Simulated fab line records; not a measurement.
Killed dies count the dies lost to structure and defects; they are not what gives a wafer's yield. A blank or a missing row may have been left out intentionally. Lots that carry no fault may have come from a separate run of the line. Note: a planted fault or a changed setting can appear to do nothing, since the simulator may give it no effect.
Comparing a struck lot with a sound one | flow nand-harc | 13 steps out of a route of 1159
Sound: these wafers, L299.4, L299.5, L299.6. Struck: wafers L315.1, L315.2, L315.4. The cause is named last.
For every step that has rows: the tool of each side, followed by ch and its chambers, followed by its first start. Under that, the readings that differ: sound wafers | struck wafers | difference of the means | sigmas: that difference in standard deviations of wafers without a fault.
alike: readings whose means differ by less than 2 such deviations, and words and numbers that are the same on both sides. not compared: withheld readings, readings that some wafer has no value for, bounds like >300 that may hide the same value, and numbers for which the record gives no deviation and whose values overlap.
The two part at a step that has a row with sigmas, a row that says differs or no value, or rows on one side only. Numbers that have no deviation but don't overlap get no sigmas and don't part them. Lack of a reading on every wafer of one side parts them only where that side has two or more wafers.

NHARC_A_CHANNEL_FILL_D1_ALD_25: deposits SiOx, target thk 60 nm, pulse time 10 s, ald cycles 600.
  sound on ald-hk-02 ch 0,3, day 11 23:50; struck on ald-hk-01 ch 1,2,3, day 15 23:38
  alike: heater-power-w, precursor-pulse-height-rel
NHARC_A_CHANNEL_FILL_D1_ETCHBACK_08: etches the open film in C4F8, target depth 220 nm, time 110 s.
  sound on rie-diel-02 ch 0,1,2; struck on rie-diel-10 ch 0,1,3
  alike: chamber-pressure-mTorr, oes-product-au, rf-vpp-V
  not compared: rf-hours-counter-h
NHARC_A_CHANNEL_FILL_D1_STRIP_29: strips in O2, time 20 s.
  sound on rie-diel-02 ch 1,2; struck on rie-diel-10 ch 0,1,3
  alike: chamber-pressure-mTorr, drypump-motor-current-A, oes-product-au, rf-vpp-V, showerhead-plenum-p-Torr, throttle-valve-pct
  not compared: rf-hours-counter-h
then, 3 steps without rows for these wafers: NHARC_A_CHANNEL_FILL_D1_PRECLEAN_30 (cleans in dHF, time 30 s); NHARC_A_CHANNEL_FILL_D1_SRD_31; NHARC_A_CHANNEL_FILL_D1_CVD_09 (deposits poly-Si, target thk 150 nm, time 3000 s).
NHARC_A_CHANNEL_FILL_D1_CMP_10: polishes, target thk 150 nm.
  sound on cmp-04 ch 0,3, day 12 10:40; struck on cmp-04 ch 0,1,2, day 16 11:08
  alike: motor-current-A, retaining-ring-pressure-frac, time-to-endpoint-s
after that, 1 step had no rows for these wafers: NHARC_A_CHANNEL_FILL_D1_SRD_12.
NHARC_A_CHANNEL_FILL_D1_RTA_24: time 5 s.
  sound on rtp-anneal-01 ch 0, day 12 11:19; struck on rtp-anneal-02 ch 0, day 16 11:32
  reading             | sound                | struck               | difference | sigmas
  lamp-power-pct (%)  | 33.1 33.1 33.1       | 31.3 31.3 31.4       | -1.8       | -2
  lamp_zone_4_pct (%) | 33.1 33.1 33.0       | 31.3 31.3 31.4       | -1.7       | -2
  wafer_temp_C_max    | 1006.5 1006.2 1006.3 | 1002.7 1002.0 1002.1 | -4.1       | -3
  alike: lamp_zone_3_pct, lamp_zone_5_pct
NHARC_A_CHANNEL_FILL_D1_INSPECT_13:
  struck on defect-inspect-02, day 16 11:44; sound on defect-inspect-01, day 12 11:26
  alike: raw-defect-count
NHARC_A_STAIRCASE_DEP_156: deposits SiNx, target thk 50 nm.
  sound on pecvd-01 ch 0,1,2, day 12 11:40; struck on pecvd-03 ch 1,2, day 16 11:49
  no value came back on the struck wafers for heater-power-outer-w (W), heater-power-w (W); on the sound wafers heater-power-outer-w (W) reads 448 413 364
then, 1 step without rows for these wafers: NHARC_A_STAIRCASE_DEHYDRATE_158 (time 120 s).
-- the record jumps here: 9 days lie between the struck wafers' starts before and after (it left off in module A_STAIRCASE and takes up again in module END, whose first step shown is number 1159 of the route) --
NHARC_END_SORT_01:
  sound on prober-02 ch 0, day 22 08:20; struck on prober-01 ch 0, day 25 13:04
  reading         | sound    | struck      | difference | sigmas
  killed-at-array | 22 33 20 | 561 532 552 | +523       | +48
  killed-at-other | 0 0 2    | 2 5 4       | +3         | +3
  killed-dies     | 23 36 25 | 567 540 558 | +527       | +48
  alike: killed-at-periphery, killed-open, killed-short

== WHERE THEY PART ==
At NHARC_A_CHANNEL_FILL_D1_RTA_24 first; at NHARC_END_SORT_01 last (within this record only).

WHY: whatever the simulator had introduced
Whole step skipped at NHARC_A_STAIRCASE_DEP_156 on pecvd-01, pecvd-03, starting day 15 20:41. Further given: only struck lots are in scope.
